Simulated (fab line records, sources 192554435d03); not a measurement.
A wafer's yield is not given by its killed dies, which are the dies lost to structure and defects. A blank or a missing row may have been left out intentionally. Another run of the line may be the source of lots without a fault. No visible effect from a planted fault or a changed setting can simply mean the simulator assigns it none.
Which tool did it? / flow n5-finfet / 9 lots with 27 wafers sampled at 6 steps, on a route of 1938 steps

## WHAT THE GAUGES SHOWED, per wafer
N5_BEOL_M3_THK_MEAS_01. Usual: M3_ILD_THK 79.1 nm, standard deviation 0.98.
lot=L830; measured=day 8 06:41; on=film-metro-01; M3_ILD_THK (nm)=78.6 79.3 79.1; flag=
lot=L831; measured=day 8 15:10; on=film-metro-01; M3_ILD_THK (nm)=79.5 79.8 80.0; flag=
lot=L833; measured=day 8 23:58; on=film-metro-02; M3_ILD_THK (nm)=79.5 79.1 80.1; flag=
lot=L836; measured=day 9 19:32; on=film-metro-02; M3_ILD_THK (nm)=77.3 78.9 77.9; flag=
lot=L842; measured=day 11 11:26; on=film-metro-02; M3_ILD_THK (nm)=77.0 78.8 78.1; flag=
lot=L843; measured=day 11 13:14; on=film-metro-02; M3_ILD_THK (nm)=78.9 79.3 80.5; flag=
lot=L845; measured=day 12 01:55; on=film-metro-01; M3_ILD_THK (nm)=78.9 80.3 79.7; flag=
lot=L846; measured=day 12 13:57; on=film-metro-02; M3_ILD_THK (nm)=76.9 78.6 79.2; flag=
lot=L847; measured=day 12 21:57; on=film-metro-02; M3_ILD_THK (nm)=78.0 78.1 78.0; flag=

N5_BEOL_M3_INSPECT_13: inspects for defects (brightfield). Usual: 429 for raw-defect-count, sd 88.
lot=L830; measured=day 8 08:40; on=defect-inspect-02; raw-defect-count=485 357 331; flag=
lot=L831; measured=day 8 16:44; on=defect-inspect-02; raw-defect-count=1325 1519 1465; flag=OFF
lot=L833; measured=day 9 00:33; on=defect-inspect-02; raw-defect-count=259 365 383; flag=
lot=L836; measured=day 9 21:17; on=defect-inspect-01; raw-defect-count=1327 1416 1440; flag=OFF
lot=L842; measured=day 11 13:04; on=defect-inspect-02; raw-defect-count=443 503 515; flag=
lot=L843; measured=day 11 16:13; on=defect-inspect-01; raw-defect-count=303 243 354; flag=
lot=L845; measured=day 12 03:59; on=defect-inspect-02; raw-defect-count=328 365 378; flag=
lot=L846; measured=day 12 15:20; on=defect-inspect-02; raw-defect-count=444 346 557; flag=
lot=L847; measured=day 12 22:31; on=defect-inspect-01; raw-defect-count=395 458 384; flag=

N5_BEOL_M4_RC_MEAS_101. Usual: DIBL_N 36.5 mV/V, standard deviation 1.4; DIBL_P 36.5 mV/V, standard deviation 1.6; IOFF_N 0.163 nA/um, standard deviation 0.022; IOFF_P 0.219 nA/um, standard deviation 0.029; ION_N 675 uA/um, standard deviation 8.3; ION_P 464 uA/um, standard deviation 6.2; SS_N 71.5 mV/dec, standard deviation 0.52; SS_P 73.4 mV/dec, standard deviation 0.57; VT_N 249.7 mV, standard deviation 2.6; VT_P -250 mV, standard deviation 3.
lot=L830; measured=day 9 09:45; on=prober-02; DIBL_N (mV/V)=35.2 37.9 36.1; DIBL_P (mV/V)=34.1 36.5 35.4; IOFF_N (nA/um)=0.142 0.191 0.153; IOFF_P (nA/um)=0.178 0.215 0.193; ION_N (uA/um)=667 691 671; ION_P (uA/um)=462 463 459; SS_N (mV/dec)=71.2 72.1 71.2; SS_P (mV/dec)=73.3 73.6 73.2; VT_N (mV)=253.4 248.8 251.1; VT_P (mV)=-255 -253 -253; flag=
lot=L831; measured=day 9 16:14; on=prober-02; DIBL_N (mV/V)=33.4 35.9 33.5; DIBL_P (mV/V)=33.0 36.4 33.4; IOFF_N (nA/um)=0.120 0.169 0.123; IOFF_P (nA/um)=0.162 0.212 0.164; ION_N (uA/um)=675 688 666; ION_P (uA/um)=459 473 457; SS_N (mV/dec)=71.2 72.3 71.3; SS_P (mV/dec)=72.3 73.6 72.5; VT_N (mV)=252.0 247.8 251.7; VT_P (mV)=-251 -249 -254; flag=
lot=L833; measured=day 9 22:42; on=prober-01; DIBL_N (mV/V)=33.8 36.2 35.3; DIBL_P (mV/V)=32.7 35.5 34.8; IOFF_N (nA/um)=0.120 0.155 0.140; IOFF_P (nA/um)=0.196 0.244 0.230; ION_N (uA/um)=666 671 676; ION_P (uA/um)=468 464 472; SS_N (mV/dec)=71.6 71.3 71.5; SS_P (mV/dec)=72.4 73.1 72.8; VT_N (mV)=251.9 249.2 250.8; VT_P (mV)=-247 -247 -248; flag=
lot=L836; measured=day 10 15:59; on=prober-02; DIBL_N (mV/V)=35.2 36.1 38.4; DIBL_P (mV/V)=36.0 36.6 39.9; IOFF_N (nA/um)=0.148 0.172 0.212; IOFF_P (nA/um)=0.232 0.246 0.302; ION_N (uA/um)=675 668 682; ION_P (uA/um)=468 468 472; SS_N (mV/dec)=70.5 71.4 71.5; SS_P (mV/dec)=72.0 72.3 73.9; VT_N (mV)=250.1 247.9 244.5; VT_P (mV)=-248 -247 -244; flag=
lot=L842; measured=day 12 07:55; on=prober-02; DIBL_N (mV/V)=37.0 37.5 37.3; DIBL_P (mV/V)=38.0 37.7 37.9; IOFF_N (nA/um)=0.185 0.187 0.180; IOFF_P (nA/um)=0.256 0.247 0.249; ION_N (uA/um)=686 677 680; ION_P (uA/um)=470 460 467; SS_N (mV/dec)=71.1 72.3 71.8; SS_P (mV/dec)=73.8 73.7 73.4; VT_N (mV)=248.4 250.2 248.8; VT_P (mV)=-249 -247 -246; flag=
lot=L843; measured=day 12 19:00; on=prober-01; DIBL_N (mV/V)=37.9 38.4 39.1; DIBL_P (mV/V)=38.8 39.5 39.8; IOFF_N (nA/um)=0.177 0.187 0.197; IOFF_P (nA/um)=0.227 0.243 0.247; ION_N (uA/um)=684 682 685; ION_P (uA/um)=464 465 468; SS_N (mV/dec)=71.6 71.8 71.8; SS_P (mV/dec)=73.8 74.3 74.1; VT_N (mV)=247.7 247.3 247.4; VT_P (mV)=-250 -249 -246; flag=
lot=L845; measured=day 13 02:41; on=prober-02; DIBL_N (mV/V)=38.5 38.7 38.1; DIBL_P (mV/V)=38.0 37.9 37.6; IOFF_N (nA/um)=0.175 0.184 0.174; IOFF_P (nA/um)=0.240 0.244 0.248; ION_N (uA/um)=681 666 685; ION_P (uA/um)=464 460 471; SS_N (mV/dec)=71.3 71.4 71.4; SS_P (mV/dec)=74.3 74.3 74.0; VT_N (mV)=250.5 248.6 247.6; VT_P (mV)=-247 -248 -247; flag=
lot=L846; measured=day 13 10:22; on=prober-01; DIBL_N (mV/V)=35.9 34.6 36.0; DIBL_P (mV/V)=37.2 35.2 37.6; IOFF_N (nA/um)=0.158 0.136 0.166; IOFF_P (nA/um)=0.203 0.166 0.203; ION_N (uA/um)=675 668 682; ION_P (uA/um)=467 458 463; SS_N (mV/dec)=71.4 70.9 71.8; SS_P (mV/dec)=73.2 73.3 73.5; VT_N (mV)=251.6 251.9 249.8; VT_P (mV)=-253 -258 -252; flag=
lot=L847; measured=day 13 22:22; on=prober-02; DIBL_N (mV/V)=35.7 33.3 35.0; DIBL_P (mV/V)=37.9 34.6 36.6; IOFF_N (nA/um)=0.170 0.127 0.151; IOFF_P (nA/um)=0.230 0.184 0.217; ION_N (uA/um)=681 675 675; ION_P (uA/um)=472 467 465; SS_N (mV/dec)=72.5 71.0 71.1; SS_P (mV/dec)=73.4 72.6 73.3; VT_N (mV)=250.1 252.1 250.0; VT_P (mV)=-248 -251 -249; flag=

## EACH LOT AND THE TOOL THAT RAN IT (in order: tool; ch and the chambers of the sampled wafers; start)
lot=L830; N5_BEOL_M3_HM_DEP_02=pvd-sputter-01, day 8 08:04; N5_BEOL_M3_DESCUM_16=rie-diel-04 ch 1,2, day 8 08:42; N5_BEOL_M3_ETCH_74=rie-diel-04 ch 1,2, day 8 08:44
lot=L831; N5_BEOL_M3_HM_DEP_02=pvd-sputter-01, day 8 16:07; N5_BEOL_M3_DESCUM_16=rie-diel-04 ch 1,3, day 8 16:46; N5_BEOL_M3_ETCH_74=rie-diel-04 ch 1,3, day 8 16:48
lot=L833; N5_BEOL_M3_HM_DEP_02=pvd-sputter-02, day 9 00:04; N5_BEOL_M3_DESCUM_16=rie-diel-03 ch 0,2,3, day 9 00:35; N5_BEOL_M3_ETCH_74=rie-diel-03 ch 0,2,3, day 9 00:37
lot=L836; N5_BEOL_M3_HM_DEP_02=pvd-sputter-01, day 9 20:41; N5_BEOL_M3_DESCUM_16=rie-diel-04 ch 0,1,2, day 9 21:20; N5_BEOL_M3_ETCH_74=rie-diel-04 ch 0,1,2, day 9 21:22
lot=L842; N5_BEOL_M3_HM_DEP_02=pvd-sputter-02, day 11 12:35; N5_BEOL_M3_DESCUM_16=rie-diel-04 ch 1,3, day 11 13:08; N5_BEOL_M3_ETCH_74=rie-diel-04 ch 1,3, day 11 13:10
lot=L843; N5_BEOL_M3_HM_DEP_02=pvd-sputter-03, day 11 15:43; N5_BEOL_M3_DESCUM_16=rie-diel-06 ch 1,2, day 11 16:16; N5_BEOL_M3_ETCH_74=rie-diel-06 ch 1,2, day 11 16:17
lot=L845; N5_BEOL_M3_HM_DEP_02=pvd-sputter-03, day 12 03:30; N5_BEOL_M3_DESCUM_16=rie-diel-04 ch 0,1, day 12 04:01; N5_BEOL_M3_ETCH_74=rie-diel-04 ch 0,1, day 12 04:03
lot=L846; N5_BEOL_M3_HM_DEP_02=pvd-sputter-01, day 12 14:44; N5_BEOL_M3_DESCUM_16=rie-diel-06 ch 2,3, day 12 15:22; N5_BEOL_M3_ETCH_74=rie-diel-06 ch 2,3, day 12 15:25
lot=L847; N5_BEOL_M3_HM_DEP_02=pvd-sputter-03, day 12 22:02; N5_BEOL_M3_DESCUM_16=rie-diel-04 ch 1,2,3, day 12 22:33; N5_BEOL_M3_ETCH_74=rie-diel-04 ch 1,2,3, day 12 22:35
- N5_BEOL_M3_HM_DEP_02: deposits TiN, target thk 20 nm.
- N5_BEOL_M3_DESCUM_16: chemistry O2, time 7 s.
- N5_BEOL_M3_ETCH_74: etches underlayer in N2/H2, target depth 6.5 nm, time 5.2 s.

## WHAT THE TOOLS THEMSELVES READ (means of the sampled wafers that have a number; where no wafer has one, the mark that the record gives instead)
N5_BEOL_M3_HM_DEP_02. Usual: 30.4 % for throttle-valve-pct, sd 0.44.
lot=L830; tool=pvd-sputter-01; throttle-valve-pct (%)=30.2; flag=
lot=L831; tool=pvd-sputter-01; throttle-valve-pct (%)=29.7; flag=
lot=L833; tool=pvd-sputter-02; throttle-valve-pct (%)=30.6; flag=
lot=L836; tool=pvd-sputter-01; throttle-valve-pct (%)=30.2; flag=
lot=L842; tool=pvd-sputter-02; throttle-valve-pct (%)=30.7; flag=
lot=L843; tool=pvd-sputter-03; throttle-valve-pct (%)=30.1; flag=
lot=L845; tool=pvd-sputter-03; throttle-valve-pct (%)=30.2; flag=
lot=L846; tool=pvd-sputter-01; throttle-valve-pct (%)=30.7; flag=
lot=L847; tool=pvd-sputter-03; throttle-valve-pct (%)=30.2; flag=

N5_BEOL_M3_DESCUM_16. Usual: drypump-motor-current-A 5.8 A, standard deviation 0.34; oes-product-au 0.79 a.u., standard deviation 0.089; rf-vpp-V 243.2 V, standard deviation 1.1; showerhead-plenum-p-Torr 2.10 Torr, standard deviation 0.054; throttle-valve-pct 20.46 %, standard deviation 0.26.
lot=L830; tool=rie-diel-04; drypump-motor-current-A (A)=5.6; oes-product-au (a.u.)=0.73; rf-vpp-V (V)=243.1; showerhead-plenum-p-Torr (Torr)=2.11; throttle-valve-pct (%)=20.45; flag=
lot=L831; tool=rie-diel-04; drypump-motor-current-A (A)=5.5; oes-product-au (a.u.)=0.76; rf-vpp-V (V)=243.3; showerhead-plenum-p-Torr (Torr)=2.12; throttle-valve-pct (%)=20.41; flag=
lot=L833; tool=rie-diel-03; drypump-motor-current-A (A)=6.1; oes-product-au (a.u.)=0.86; rf-vpp-V (V)=244.1; showerhead-plenum-p-Torr (Torr)=2.09; throttle-valve-pct (%)=20.14; flag=
lot=L836; tool=rie-diel-04; drypump-motor-current-A (A)=5.8; oes-product-au (a.u.)=0.81; rf-vpp-V (V)=242.8; showerhead-plenum-p-Torr (Torr)=2.08; throttle-valve-pct (%)=20.48; flag=
lot=L842; tool=rie-diel-04; drypump-motor-current-A (A)=5.5; oes-product-au (a.u.)=0.70; rf-vpp-V (V)=243.5; showerhead-plenum-p-Torr (Torr)=2.13; throttle-valve-pct (%)=20.50; flag=
lot=L843; tool=rie-diel-06; drypump-motor-current-A (A)=5.7; oes-product-au (a.u.)=0.72; rf-vpp-V (V)=243.4; showerhead-plenum-p-Torr (Torr)=2.08; throttle-valve-pct (%)=20.88; flag=
lot=L845; tool=rie-diel-04; drypump-motor-current-A (A)=5.8; oes-product-au (a.u.)=0.73; rf-vpp-V (V)=243.7; showerhead-plenum-p-Torr (Torr)=2.12; throttle-valve-pct (%)=20.54; flag=
lot=L846; tool=rie-diel-06; drypump-motor-current-A (A)=5.4; oes-product-au (a.u.)=0.81; rf-vpp-V (V)=243.1; showerhead-plenum-p-Torr (Torr)=2.11; throttle-valve-pct (%)=20.45; flag=
lot=L847; tool=rie-diel-04; drypump-motor-current-A (A)=5.5; oes-product-au (a.u.)=0.73; rf-vpp-V (V)=242.7; showerhead-plenum-p-Torr (Torr)=2.08; throttle-valve-pct (%)=20.46; flag=

N5_BEOL_M3_ETCH_74. Usual: drypump-motor-current-A 5.8 A, standard deviation 0.35; etch-rf-on-time-s 5.18 s, standard deviation 0.06; oes-product-au 0.68 a.u., standard deviation 0.074; rf-vpp-V 524.1 V, standard deviation 2.2; showerhead-plenum-p-Torr 2.55 Torr, standard deviation 0.064; throttle-valve-pct 17.91 %, standard deviation 0.27.
lot=L830; tool=rie-diel-04; drypump-motor-current-A (A)=5.6; etch-rf-on-time-s (s)=5.24; oes-product-au (a.u.)=0.63; rf-vpp-V (V)=524.9; showerhead-plenum-p-Torr (Torr)=2.57; throttle-valve-pct (%)=17.99; flag=
lot=L831; tool=rie-diel-04; drypump-motor-current-A (A)=5.4; etch-rf-on-time-s (s)=5.18; oes-product-au (a.u.)=0.65; rf-vpp-V (V)=524.8; showerhead-plenum-p-Torr (Torr)=2.57; throttle-valve-pct (%)=17.86; flag=
lot=L833; tool=rie-diel-03; drypump-motor-current-A (A)=6.1; etch-rf-on-time-s (s)=5.19; oes-product-au (a.u.)=0.73; rf-vpp-V (V)=524.3; showerhead-plenum-p-Torr (Torr)=2.53; throttle-valve-pct (%)=17.55; flag=
lot=L836; tool=rie-diel-04; drypump-motor-current-A (A)=5.8; etch-rf-on-time-s (s)=5.21; oes-product-au (a.u.)=0.68; rf-vpp-V (V)=523.4; showerhead-plenum-p-Torr (Torr)=2.53; throttle-valve-pct (%)=18.00; flag=
lot=L842; tool=rie-diel-04; drypump-motor-current-A (A)=5.6; etch-rf-on-time-s (s)=5.25; oes-product-au (a.u.)=0.60; rf-vpp-V (V)=525.1; showerhead-plenum-p-Torr (Torr)=2.59; throttle-valve-pct (%)=17.99; flag=
lot=L843; tool=rie-diel-06; drypump-motor-current-A (A)=5.7; etch-rf-on-time-s (s)=5.24; oes-product-au (a.u.)=0.62; rf-vpp-V (V)=524.3; showerhead-plenum-p-Torr (Torr)=2.52; throttle-valve-pct (%)=18.31; flag=
lot=L845; tool=rie-diel-04; drypump-motor-current-A (A)=5.8; etch-rf-on-time-s (s)=5.25; oes-product-au (a.u.)=0.63; rf-vpp-V (V)=525.0; showerhead-plenum-p-Torr (Torr)=2.57; throttle-valve-pct (%)=18.04; flag=
lot=L846; tool=rie-diel-06; drypump-motor-current-A (A)=5.4; etch-rf-on-time-s (s)=5.18; oes-product-au (a.u.)=0.70; rf-vpp-V (V)=526.1; showerhead-plenum-p-Torr (Torr)=2.57; throttle-valve-pct (%)=17.90; flag=
lot=L847; tool=rie-diel-04; drypump-motor-current-A (A)=5.5; etch-rf-on-time-s (s)=5.24; oes-product-au (a.u.)=0.63; rf-vpp-V (V)=522.5; showerhead-plenum-p-Torr (Torr)=2.53; throttle-valve-pct (%)=17.97; flag=

## THE ANSWER, worked out from the rows above alone
Rule: a lot counts as off when the mean over its wafers that have a number is more than 3 standard deviations away from the usual mean. Also off: a lot with no number at a reading for which 4 or more lots have one. Any other lot the step has rows for is counted as sound. First the gauges in route order, then the tools' own readings, where a lot's mean is used as printed above. At the first step where some lot is off, the reading lying furthest off is the one used; lots without a number count as furthest.
Off: L831, L836 (N5_BEOL_M3_INSPECT_13, raw-defect-count).
A tool fits if, at a process step before that reading, it ran every lot that is off, and no sound lot after the first of them. Those tools and the gauges at N5_BEOL_M3_INSPECT_13 are tried in the same way. Not one of the candidates tried fits.

## WHAT THE SIMULATOR PUT IN
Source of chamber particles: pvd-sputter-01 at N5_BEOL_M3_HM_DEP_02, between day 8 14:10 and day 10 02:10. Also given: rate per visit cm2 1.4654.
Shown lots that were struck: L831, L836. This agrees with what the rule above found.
